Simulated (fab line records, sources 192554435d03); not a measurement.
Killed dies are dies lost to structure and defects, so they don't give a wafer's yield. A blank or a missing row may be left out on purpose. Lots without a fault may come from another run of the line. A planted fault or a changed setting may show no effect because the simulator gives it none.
Which tool did it? | flow n5_finfet | 11 lots, 33 wafers sampled, at 1 step of a route of 1938

WHAT THE GAUGES READ, wafer by wafer
N5_BEOL_M10_CD_MEAS_11: target cd 64.1 nm.
lot  | measured     | on        | cd_nm (nm)
L467 | day 9 23:12  | cd_sem-01 | 63.2 63.5 63.0
L470 | day 10 22:35 | cd_sem-03 | 63.6 64.4 63.7
L472 | day 11 12:29 | cd_sem-02 | 64.4 64.1 64.0
L473 | day 11 19:38 | cd_sem-02 | 63.3 63.5 63.7
L475 | day 12 06:05 | cd_sem-02 | 63.9 63.5 63.3
L478 | day 13 02:35 | cd_sem-02 | 65.4 65.5 65.1
L481 | day 13 16:43 | cd_sem-03 | 63.9 64.0 64.4
L482 | day 14 00:07 | cd_sem-01 | 63.7 63.7 64.5
L487 | day 15 04:35 | cd_sem-03 | 64.1 64.0 64.2
L489 | day 15 12:29 | cd_sem-03 | 64.2 64.8 64.4
L490 | day 15 16:30 | cd_sem-01 | 63.8 64.4 64.4

WHICH TOOL RAN EACH LOT (tool, then ch and the chambers of the sampled wafers, then the start)
The record holds no process step before these readings.

THE ANSWER, worked out from the rows above alone
Rule: what is usual is taken from the lots themselves. Put in order of their means at a reading, lots are off if they are a third of the lots or fewer, leave a main group of 4 or more, and stand apart from it by a gap of 3 or more times the standard deviation of the main group's means; of several such gaps the widest counts. A main group whose means are all the same, to the digits that the tables above print for the reading, isn't used. A lot without any number at a reading at which 4 lots or more have one is off too. The other lots that the step has rows for count as sound.
No lot is off at any reading shown: from this, nothing can be told.

WHAT THE SIMULATOR HAD PUT IN
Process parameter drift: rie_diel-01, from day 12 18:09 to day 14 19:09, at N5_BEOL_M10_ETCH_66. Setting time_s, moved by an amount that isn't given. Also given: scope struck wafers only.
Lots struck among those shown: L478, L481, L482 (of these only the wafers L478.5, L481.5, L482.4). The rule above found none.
